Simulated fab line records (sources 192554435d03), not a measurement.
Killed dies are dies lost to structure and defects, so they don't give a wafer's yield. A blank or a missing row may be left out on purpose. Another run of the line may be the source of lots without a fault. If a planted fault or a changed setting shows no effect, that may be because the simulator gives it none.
Chamber matching | flow n5_finfet | pecvd-01 running N5_BEOL_M1_ILD_DEP_00: 3 sister chambers
The step deposits SiOC from DEMS/O2, target thk 79 nm, time 15.3 s. 3 wafers are shown with their chamber, then 10 later ones without.

== WAFERS WITH THEIR CHAMBER ==
wafer  | chamber | throttle_valve_pct (%)
L086.4 | 0       | 13.1
L087.2 | 1       | 11.7
L087.3 | 2       | 11.8

== WAFERS WITH NO CHAMBER GIVEN ==
wafer  | throttle_valve_pct (%)
L087.4 | 13.0
L088.2 | 12.9
L088.5 | 11.8
L088.6 | 13.0
L090.1 | 11.9
L090.2 | 12.6
L090.3 | 12.1
L096.2 | 12.8
L096.4 | 13.1
L096.6 | 12.2

== EACH ONE'S CHAMBER ==
wafer  | from the rows above          | in truth
L087.4 | 0                            | 0
L088.2 | 0                            | 0
L088.5 | can't be placed: 2 or 1      | 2
L088.6 | 0                            | 0
L090.1 | can't be placed: 2 or 1      | 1
L090.2 | can't be placed: 0 or 2 or 1 | 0
L090.3 | can't be placed: 2 or 1      | 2
L096.2 | 0                            | 0
L096.4 | 0                            | 0
L096.6 | can't be placed: 2 or 1 or 0 | 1
Placed correctly: 5 of 10. These rows do not allow placing 5 (true chamber among the candidates in 5). Placed wrongly: 0.
How it was worked out, from the rows above alone: a wafer's distance from a chamber is the root of the sum, over the readings, of the square of ((its reading less the chamber's mean) divided by the reading's scatter). If the next closest chamber is less than 2 further off than the closest, the wafer can't be placed; otherwise it belongs to the closest. The mean given for a chamber averages the wafers shown for that chamber. The scatter (one wafer shown for each chamber): square how far every hidden wafer sits from the nearest shown wafer, average those squares and take the square root.
